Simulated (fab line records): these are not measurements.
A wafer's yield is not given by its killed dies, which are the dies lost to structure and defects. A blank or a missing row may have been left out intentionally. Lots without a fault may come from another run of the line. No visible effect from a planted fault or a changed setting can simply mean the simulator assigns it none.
Chamber matching || flow nand harc || NHARC_A_STAIRCASE_ETCH_188 on rie diel-12 has 4 sister chambers
The step etches the open film in C4F8/O2, target depth 100 nm, time 40.5 s. 8 wafers are shown with their chamber, then 8 later ones without.

## WAFERS, EACH WITH ITS CHAMBER
{"wafer": "L707.6", "chamber": 0, "rf vpp V (V)": 891, "run length s (s)": 61.6}
{"wafer": "L709.4", "chamber": 1, "rf vpp V (V)": 905, "run length s (s)": 62.0}
{"wafer": "L710.4", "chamber": 1, "rf vpp V (V)": 904, "run length s (s)": 61.8}
{"wafer": "L713.4", "chamber": 0, "rf vpp V (V)": 889, "run length s (s)": 62.2}
{"wafer": "L722.1", "chamber": 3, "rf vpp V (V)": 904, "run length s (s)": 61.8}
{"wafer": "L722.2", "chamber": 2, "rf vpp V (V)": 889, "run length s (s)": 62.2}
{"wafer": "L722.5", "chamber": 3, "rf vpp V (V)": 904, "run length s (s)": 61.5}
{"wafer": "L723.3", "chamber": 2, "rf vpp V (V)": 889, "run length s (s)": 62.1}

## WAFERS WITHOUT THEIR CHAMBER
{"wafer": "L723.4", "rf vpp V (V)": 890, "run length s (s)": 61.8}
{"wafer": "L723.6", "rf vpp V (V)": 903, "run length s (s)": 61.8}
{"wafer": "L725.1", "rf vpp V (V)": 890, "run length s (s)": 62.2}
{"wafer": "L725.4", "rf vpp V (V)": 903, "run length s (s)": 61.8}
{"wafer": "L725.6", "rf vpp V (V)": 891, "run length s (s)": 61.8}
{"wafer": "L729.2", "rf vpp V (V)": 890, "run length s (s)": 61.9}
{"wafer": "L729.3", "rf vpp V (V)": 890, "run length s (s)": 61.5}
{"wafer": "L729.4", "rf vpp V (V)": 901, "run length s (s)": 61.8}

## WHICH CHAMBER EACH ONE RAN IN
{"wafer": "L723.4", "from the rows above": "can't be placed: 0 or 2", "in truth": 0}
{"wafer": "L723.6", "from the rows above": "can't be placed: 3 or 1", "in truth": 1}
{"wafer": "L725.1", "from the rows above": "can't be placed: 0 or 2", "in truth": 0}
{"wafer": "L725.4", "from the rows above": "can't be placed: 3 or 1", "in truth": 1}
{"wafer": "L725.6", "from the rows above": "can't be placed: 0 or 2", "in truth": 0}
{"wafer": "L729.2", "from the rows above": "can't be placed: 0 or 2", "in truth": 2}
{"wafer": "L729.3", "from the rows above": "can't be placed: 0 or 2", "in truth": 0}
{"wafer": "L729.4", "from the rows above": "can't be placed: 3 or 1", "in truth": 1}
0 of 8 placed correctly. From these rows, 8 cannot be placed; in 8 the true chamber is one of the candidates. Wrongly placed: 0.
How it was worked out, from the rows above alone: a wafer's distance from a chamber is the root of the sum, over the readings, of the square of ((its reading less the chamber's mean) divided by the reading's scatter). The wafer belongs to the nearest chamber; if the next one is less than 2 further off, it can't be placed. The mean given for a chamber averages the wafers shown for that chamber. The scatter: the root of (the sum of the squares of (reading less its chamber's mean) over the shown wafers, divided by (wafers less chambers)).
